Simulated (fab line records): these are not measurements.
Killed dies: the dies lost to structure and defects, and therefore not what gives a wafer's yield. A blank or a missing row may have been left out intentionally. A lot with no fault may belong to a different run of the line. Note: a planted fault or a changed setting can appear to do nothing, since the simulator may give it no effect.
Which tool is to blame? | flow nand harc | 24 lots, 72 wafers sampled, at 6 steps of a route of 1302

## WHAT EACH GAUGE READ, for each wafer
NHARC_A_CONTACT_OVL_MEAS_70.
lot  | measured     | on         | overlay x nm (nm) | overlay y nm (nm)
L074 | day 21 17:51 | overlay-01 | -1.1 -1.2 -1.4    | -1.2 -1.2 -0.9
L075 | day 22 20:31 | overlay-01 | 1.4 1.7 1.0       | 0.3 0.6 0.5
L078 | day 23 08:53 | overlay-02 | 0.3 0.3 -0.3      | -1.6 -1.4 -0.8
L076 | day 23 08:55 | overlay-01 | 0.4 0.6 1.0       | 1.3 1.6 1.1
L077 | day 23 16:53 | overlay-02 | -0.3 -0.2 0.2     | 1.3 1.4 0.9
L079 | day 24 01:55 | overlay-02 | -0.9 -0.5 -0.3    | 0.0 0.5 0.8
L080 | day 24 20:19 | overlay-02 | -0.6 -0.8 -1.0    | 0.1 -0.4 -0.1
L082 | day 25 00:37 | overlay-02 | -0.8 -0.7 -0.7    | -0.3 -0.5 -0.4
L081 | day 25 03:51 | overlay-02 | 1.2 0.7 1.3       | -0.2 -0.1 0.2
L084 | day 25 17:45 | overlay-02 | -0.5 -0.9 -0.7    | 0.2 -0.1 0.5
L083 | day 25 22:16 | overlay-01 | 2.6 2.5 1.6       | -2.0 -2.3 -2.2
L086 | day 26 14:05 | overlay-01 | -1.3 -1.3 -1.7    | -0.4 -0.4 -0.2
L087 | day 26 23:19 | overlay-01 | -0.9 -0.3 -0.2    | 0.8 0.4 1.0
L085 | day 26 23:41 | overlay-01 | -0.6 -0.4 -0.3    | -0.1 -0.1 -0.5
L088 | day 27 07:39 | overlay-02 | 0.7 0.8 0.0       | -0.2 0.4 0.8
L089 | day 27 13:50 | overlay-01 | 1.4 1.2 1.8       | -2.0 -1.2 -1.3
L090 | day 28 03:13 | overlay-02 | -1.2 -1.1 -1.0    | 2.0 1.6 1.3
L091 | day 28 21:28 | overlay-01 | 0.4 0.1 0.6       | 0.4 0.0 -0.1
L092 | day 29 09:47 | overlay-02 | -0.7 -0.8 -0.6    | 0.4 0.3 -0.2
L093 | day 30 06:16 | overlay-01 | 1.0 0.8 0.4       | 0.0 0.0 0.4
L095 | day 30 13:36 | overlay-02 | 0.2 0.7 1.0       | -0.4 0.4 -0.4
L094 | day 30 13:04 | overlay-02 | -0.2 -0.5 -0.6    | 1.2 1.1 0.8
L096 | day 30 18:40 | overlay-02 | 0.3 0.6 0.3       | 0.2 0.4 0.0
L097 | day 31 00:57 | overlay-01 | -0.8 -0.1 -0.7    | 0.4 0.4 0.2

## WHAT TOOL EACH LOT RAN ON (gives the tool, then ch and the chambers of the sampled wafers, and finally the start)
lot  | NHARC_A_CONTACT_ETCH_48            | NHARC_A_CONTACT_ETCH_50                       | NHARC_A_CONTACT_ETCH_111             | NHARC_A_CONTACT_ETCH_112             | NHARC_A_CONTACT_STRIP_55
L074 | rie diel-05 ch 0,1,2, day 21 05:28 | rie diel-05 ch 0,2,3, day 21 07:14 or earlier | har cap etch-02 ch 0,1, day 21 07:14 | har cap etch-02 ch 0,1, day 21 07:25 | rie diel-03 ch 0,2,3, day 21 17:51 or earlier
L075 | rie diel-05 ch 1,2,3, day 22 10:32 | rie diel-05 ch 1,2,3, day 22 12:16 or earlier | har cap etch-01 ch 0,1, day 22 12:16 | har cap etch-01 ch 0,1, day 22 12:28 | rie diel-05 ch 1,2, day 22 20:31 or earlier
L078 | rie diel-05 ch 1,2,3, day 22 19:49 | rie diel-05 ch 0,1, day 22 21:34 or earlier   | har cap etch-02 ch 0,1, day 22 21:34 | har cap etch-02 ch 0,1, day 22 21:46 | rie diel-10 ch 0,1,3, day 23 08:53 or earlier
L076 | rie diel-03 ch 1,2,3, day 22 20:04 | rie diel-03 ch 1,2,3, day 22 21:47 or earlier | har cap etch-03 ch 0,1, day 22 21:47 | har cap etch-03 ch 0,1, day 22 21:59 | rie diel-03 ch 0,1,2, day 23 08:55 or earlier
L077 | rie diel-05 ch 0,3, day 23 05:10   | rie diel-05 ch 0,1,2, day 23 06:58 or earlier | har cap etch-02 ch 0,1, day 23 06:58 | har cap etch-02 ch 0,1, day 23 07:10 | rie diel-05 ch 0,1,3, day 23 16:53 or earlier
L079 | rie diel-05 ch 0,3, day 23 15:46   | rie diel-05 ch 2,3, day 23 17:31 or earlier   | har cap etch-02 ch 0,1, day 23 17:31 | har cap etch-02 ch 0,1, day 23 17:43 | rie diel-05 ch 0,1,3, day 24 01:55 or earlier
L080 | rie diel-05 ch 2,3, day 24 09:23   | rie diel-05 ch 0,1, day 24 11:07 or earlier   | har cap etch-02 ch 0,1, day 24 11:07 | har cap etch-02 ch 0,1, day 24 11:19 | rie diel-10 ch 1,2,3, day 24 20:19 or earlier
L082 | rie diel-05 ch 1,2,3, day 24 14:39 | rie diel-05 ch 0,1,3, day 24 16:23 or earlier | har cap etch-01 ch 0,1, day 24 16:23 | har cap etch-01 ch 0,1, day 24 16:35 | rie diel-05 ch 0,1,2, day 25 00:37 or earlier
L081 | rie diel-10 ch 1,2,3, day 24 15:30 | rie diel-10 ch 0,1,3, day 24 17:14 or earlier | har cap etch-03 ch 1, day 24 17:14   | har cap etch-03 ch 1, day 24 17:26   | rie diel-10 ch 1,3, day 25 03:51 or earlier
L084 | rie diel-05 ch 0,3, day 25 07:14   | rie diel-05 ch 0,2,3, day 25 09:23 or earlier | har cap etch-02 ch 0,1, day 25 09:23 | har cap etch-02 ch 0,1, day 25 09:35 | rie diel-05 ch 0,2,3, day 25 17:45 or earlier
L083 | rie diel-03 ch 0,2,3, day 25 12:11 | rie diel-03 ch 0,3, day 25 13:56 or earlier   | har cap etch-01 ch 0,1, day 25 13:56 | har cap etch-01 ch 0,1, day 25 14:08 | rie diel-05 ch 2,3, day 25 22:16 or earlier
L086 | rie diel-05 ch 2,3, day 26 03:49   | rie diel-05 ch 0,3, day 26 05:33 or earlier   | har cap etch-03 ch 0,1, day 26 05:33 | har cap etch-03 ch 0,1, day 26 05:45 | rie diel-10 ch 0,2,3, day 26 14:05 or earlier
L087 | rie diel-10 ch 0,1,2, day 26 10:17 | rie diel-10 ch 0,2,3, day 26 12:28 or earlier | har cap etch-02 ch 0, day 26 12:28   | har cap etch-02 ch 0, day 26 12:40   | rie diel-10 ch 0,2, day 26 23:19 or earlier
L085 | rie diel-03 ch 0,2,3, day 26 10:49 | rie diel-03 ch 2,3, day 26 12:43 or earlier   | har cap etch-03 ch 0,1, day 26 12:43 | har cap etch-03 ch 0,1, day 26 12:55 | rie diel-05 ch 1,2, day 26 23:41 or earlier
L088 | rie diel-03 ch 2,3, day 26 16:39   | rie diel-03 ch 2,3, day 26 18:46 or earlier   | har cap etch-02 ch 0,1, day 26 18:46 | har cap etch-02 ch 0,1, day 26 18:58 | rie diel-03 ch 2,3, day 27 07:39 or earlier
L089 | rie diel-10 ch 0,1,3, day 27 02:46 | rie diel-10 ch 0,2,3, day 27 04:29 or earlier | har cap etch-03 ch 0,1, day 27 04:29 | har cap etch-03 ch 0,1, day 27 04:41 | rie diel-03 ch 1,2,3, day 27 13:50 or earlier
L090 | rie diel-05 ch 0,1,2, day 27 17:22 | rie diel-05 ch 0,1,3, day 27 19:10 or earlier | har cap etch-03 ch 0,1, day 27 19:10 | har cap etch-03 ch 0,1, day 27 19:22 | rie diel-05 ch 0,1,3, day 28 03:13 or earlier
L091 | rie diel-05 ch 0,1,2, day 28 09:43 | rie diel-05 ch 0,1, day 28 11:26 or earlier   | har cap etch-03 ch 0,1, day 28 11:26 | har cap etch-03 ch 0,1, day 28 11:38 | rie diel-10 ch 0,2,3, day 28 21:28 or earlier
L092 | rie diel-05 ch 0,2, day 28 23:07   | rie diel-05 ch 1,2,3, day 29 00:50 or earlier | har cap etch-03 ch 0,1, day 29 00:50 | har cap etch-03 ch 0,1, day 29 01:02 | rie diel-05 ch 0,2,3, day 29 09:47 or earlier
L093 | rie diel-05 ch 0,1,2, day 29 20:09 | rie diel-05 ch 0,1,3, day 29 22:02 or earlier | har cap etch-01 ch 0,1, day 29 22:02 | har cap etch-01 ch 0,1, day 29 22:14 | rie diel-03 ch 1,2,3, day 30 06:16 or earlier
L095 | rie diel-05 ch 1,2, day 30 01:55   | rie diel-05 ch 1,2,3, day 30 03:45 or earlier | har cap etch-02 ch 0,1, day 30 03:45 | har cap etch-02 ch 0,1, day 30 04:00 | rie diel-05 ch 1,3, day 30 13:36 or earlier
L094 | rie diel-10 ch 2,3, day 30 02:13   | rie diel-10 ch 2,3, day 30 03:59 or earlier   | har cap etch-03 ch 0,1, day 30 03:59 | har cap etch-03 ch 0,1, day 30 04:11 | rie diel-10 ch 0,3, day 30 13:04 or earlier
L096 | rie diel-05 ch 0,1,3, day 30 06:05 | rie diel-05 ch 0,1, day 30 07:48 or earlier   | har cap etch-01 ch 0,1, day 30 07:48 | har cap etch-01 ch 0,1, day 30 08:00 | rie diel-10 ch 0,2,3, day 30 18:40 or earlier
L097 | rie diel-05 ch 0,2, day 30 14:41   | rie diel-05 ch 1,2,3, day 30 16:27 or earlier | har cap etch-01 ch 0,1, day 30 16:27 | har cap etch-01 ch 0,1, day 30 16:39 | rie diel-05 ch 1,3, day 31 00:57 or earlier
- NHARC_A_CONTACT_ETCH_48: etches the open film in CF4, target depth 39 nm, time 65 s.
- NHARC_A_CONTACT_ETCH_50: etches the open film in CF4/CHF3, target depth 121 nm, time 60.5 s.
- NHARC_A_CONTACT_ETCH_111: etches the open film in C4F8/O2/Ar, time 140 s, target depth 700 nm.
- NHARC_A_CONTACT_ETCH_112: etches the open film in C4F8/O2/Ar, time 190 s, target depth 1850 nm.
- NHARC_A_CONTACT_STRIP_55: strips in O2.

## AS READ BY THE TOOLS THEMSELVES (means over the sampled wafers that have a number; for cases with no such wafer, the mark the record gives instead)
NHARC_A_CONTACT_ETCH_48.
lot  | tool        | drypump motor current A (A) | oes product au (a.u.) | rf vpp V (V) | showerhead plenum p Torr (Torr) | throttle valve pct (%)
L074 | rie diel-05 | 5.6                         | 1.013                 | 151.7        | 1.78                            | 13.279
L075 | rie diel-05 | 5.4                         | 1.002                 | 150.6        | 1.77                            | 13.276
L078 | rie diel-05 | 5.4                         | 1.011                 | 151.7        | 1.77                            | 13.288
L076 | rie diel-03 | 5.6                         | 1.008                 | 151.5        | 1.80                            | 13.281
L077 | rie diel-05 | 5.1                         | 1.010                 | 150.3        | 1.72                            | 13.280
L079 | rie diel-05 | 5.1                         | 1.011                 | 151.8        | 1.72                            | 13.291
L080 | rie diel-05 | 5.2                         | 1.010                 | 150.7        | 1.73                            | 13.285
L082 | rie diel-05 | 5.4                         | 1.017                 | 151.5        | 1.77                            | 13.283
L081 | rie diel-10 | 5.7                         | 0.994                 | 151.7        | 1.78                            | 13.287
L084 | rie diel-05 | 5.1                         | 1.011                 | 150.7        | 1.72                            | 13.288
L083 | rie diel-03 | 5.6                         | 0.996                 | 150.5        | 1.73                            | 13.290
L086 | rie diel-05 | 5.5                         | 1.008                 | 150.8        | 1.74                            | 13.277
L087 | rie diel-10 | 6.0                         | 1.001                 | 151.0        | 1.77                            | 13.283
L085 | rie diel-03 | 5.6                         | 1.008                 | 151.0        | 1.73                            | 13.281
L088 | rie diel-03 | 5.3                         | 1.008                 | 151.3        | 1.72                            | 13.289
L089 | rie diel-10 | 5.6                         | 0.992                 | 150.5        | 1.73                            | 13.281
L090 | rie diel-05 | 5.6                         | 0.990                 | 151.1        | 1.78                            | 13.282
L091 | rie diel-05 | 5.6                         | 0.998                 | 150.4        | 1.78                            | 13.280
L092 | rie diel-05 | 5.6                         | 0.992                 | 150.5        | 1.74                            | 13.282
L093 | rie diel-05 | 5.6                         | 0.990                 | 151.1        | 1.77                            | 13.291
L095 | rie diel-05 | 5.7                         | 0.993                 | 151.2        | 1.79                            | 13.284
L094 | rie diel-10 | 5.6                         | 0.993                 | 151.9        | 1.83                            | 13.274
L096 | rie diel-05 | 5.3                         | 1.005                 | 150.8        | 1.75                            | 13.284
L097 | rie diel-05 | 5.6                         | 0.998                 | 151.6        | 1.73                            | 13.281

NHARC_A_CONTACT_ETCH_50.
lot  | tool        | chf3 flow sccm (sccm) | drypump motor current A (A) | oes product au (a.u.) | rf vpp V (V) | showerhead plenum p Torr (Torr) | throttle valve pct (%)
L074 | rie diel-05 | 30.03                 | 5.4                         | 0.978                 | 368.9        | 1.54                            | 16.807
L075 | rie diel-05 | 29.93                 | 5.4                         | 0.946                 | 370.2        | 1.58                            | 16.797
L078 | rie diel-05 | 30.03                 | 5.5                         | 0.975                 | 370.5        | 1.58                            | 16.792
L076 | rie diel-03 | 30.00                 | 5.6                         | 0.932                 | 371.5        | 1.61                            | 16.801
L077 | rie diel-05 | 30.02                 | 5.6                         | 0.983                 | 371.3        | 1.59                            | 16.802
L079 | rie diel-05 | 29.99                 | 5.2                         | 0.980                 | 369.3        | 1.54                            | 16.798
L080 | rie diel-05 | 29.87                 | 5.5                         | 0.937                 | 371.5        | 1.61                            | 16.798
L082 | rie diel-05 | 29.95                 | 5.3                         | 0.977                 | 370.7        | 1.57                            | 16.801
L081 | rie diel-10 | 30.13                 | 5.5                         | 0.923                 | 369.3        | 1.54                            | 16.801
L084 | rie diel-05 | 30.03                 | 5.4                         | 0.976                 | 369.3        | 1.54                            | 16.799
L083 | rie diel-03 | 29.98                 | 5.7                         | 0.932                 | 367.8        | 1.49                            | 16.798
L086 | rie diel-05 | 30.11                 | 5.3                         | 0.981                 | 369.4        | 1.53                            | 16.800
L087 | rie diel-10 | 30.01                 | 5.4                         | 0.957                 | 371.1        | 1.60                            | 16.799
L085 | rie diel-03 | 29.98                 | 5.3                         | 0.935                 | 369.7        | 1.53                            | 16.799
L088 | rie diel-03 | 29.93                 | 5.2                         | 0.925                 | 370.6        | 1.58                            | 16.804
L089 | rie diel-10 | 29.96                 | 5.4                         | 0.970                 | 371.7        | 1.60                            | 16.797
L090 | rie diel-05 | 30.01                 | 5.3                         | 0.957                 | 369.5        | 1.56                            | 16.804
L091 | rie diel-05 | 29.92                 | 5.5                         | 0.978                 | 371.9        | 1.60                            | 16.799
L092 | rie diel-05 | 30.02                 | 5.4                         | 0.971                 | 370.6        | 1.57                            | 16.805
L093 | rie diel-05 | 30.03                 | 5.3                         | 0.941                 | 370.1        | 1.56                            | 16.802
L095 | rie diel-05 | 30.03                 | 5.4                         | 0.971                 | 369.9        | 1.57                            | 16.795
L094 | rie diel-10 | 30.01                 | 5.1                         | 0.920                 | 371.9        | 1.60                            | 16.790
L096 | rie diel-05 | 30.04                 | 5.5                         | 0.967                 | 370.5        | 1.57                            | 16.797
L097 | rie diel-05 | 30.00                 | 5.4                         | 0.964                 | 370.1        | 1.57                            | 16.801

NHARC_A_CONTACT_STRIP_55.
lot  | tool        | drypump motor current A (A) | oes product au (a.u.) | rf vpp V (V) | showerhead plenum p Torr (Torr) | throttle valve pct (%)
L074 | rie diel-03 | 5.6                         | 1.004                 | 58.3         | 3.47                            | 17.031
L075 | rie diel-05 | 5.7                         | 1.007                 | 58.1         | 3.58                            | 17.034
L078 | rie diel-10 | 5.5                         | 1.008                 | 58.2         | 3.47                            | 17.036
L076 | rie diel-03 | 5.9                         | 0.999                 | 58.4         | 3.61                            | 17.039
L077 | rie diel-05 | 5.3                         | 1.013                 | 57.6         | 3.52                            | 17.037
L079 | rie diel-05 | 5.3                         | 1.010                 | 58.2         | 3.52                            | 17.033
L080 | rie diel-10 | 5.7                         | 0.999                 | 57.4         | 3.54                            | 17.038
L082 | rie diel-05 | 5.6                         | 1.005                 | 58.2         | 3.55                            | 17.031
L081 | rie diel-10 | 5.9                         | 0.994                 | 58.0         | 3.41                            | 17.037
L084 | rie diel-05 | 5.4                         | 1.001                 | 58.1         | 3.45                            | 17.033
L083 | rie diel-05 | 5.5                         | 1.004                 | 57.5         | 3.47                            | 17.023
L086 | rie diel-10 | 5.5                         | 0.994                 | 58.0         | 3.59                            | 17.036
L087 | rie diel-10 | 5.9                         | 1.000                 | 58.8         | 3.66                            | 17.029
L085 | rie diel-05 | 5.6                         | 1.000                 | 57.9         | 3.62                            | 17.033
L088 | rie diel-03 | 5.2                         | 1.001                 | 58.9         | 3.52                            | 17.036
L089 | rie diel-03 | 5.6                         | 1.008                 | 58.1         | 3.58                            | 17.040
L090 | rie diel-05 | 5.3                         | 0.992                 | 57.0         | 3.51                            | 17.034
L091 | rie diel-10 | 5.5                         | 1.003                 | 57.9         | 3.58                            | 17.031
L092 | rie diel-05 | 5.4                         | 0.999                 | 57.4         | 3.44                            | 17.039
L093 | rie diel-03 | 5.6                         | 1.000                 | 57.1         | 3.57                            | 17.032
L095 | rie diel-05 | 5.3                         | 0.992                 | 58.5         | 3.58                            | 17.027
L094 | rie diel-10 | 5.2                         | 0.996                 | 57.7         | 3.50                            | 17.034
L096 | rie diel-10 | 5.4                         | 1.003                 | 57.9         | 3.58                            | 17.038
L097 | rie diel-05 | 5.1                         | 1.005                 | 57.6         | 3.48                            | 17.048

## THE ANSWER, worked out from the rows above alone
Rule: the lots themselves supply what counts as usual. The widest of any qualifying gaps counts: lots, ordered by their means at a reading, are off when they make up no more than a third of the lots, leave a main group of 4 or more, and stand apart from it by 3 or more times the standard deviation of that group's means. The tables above print the reading to a certain number of digits; a main group whose means all agree to those digits is not used. Also off: a lot with no number at a reading for which 4 or more lots have one. The other lots that the step has rows for count as sound. After the gauges, taken in route order, come the tools' own readings; for these a lot's mean is taken, as printed above. At the first step where some lot is off, the reading lying furthest off is the one used; lots without a number count as furthest.
Across all readings shown, no lot is off: no conclusion can be drawn from this.

## WHAT THE SIMULATOR HAD INSERTED
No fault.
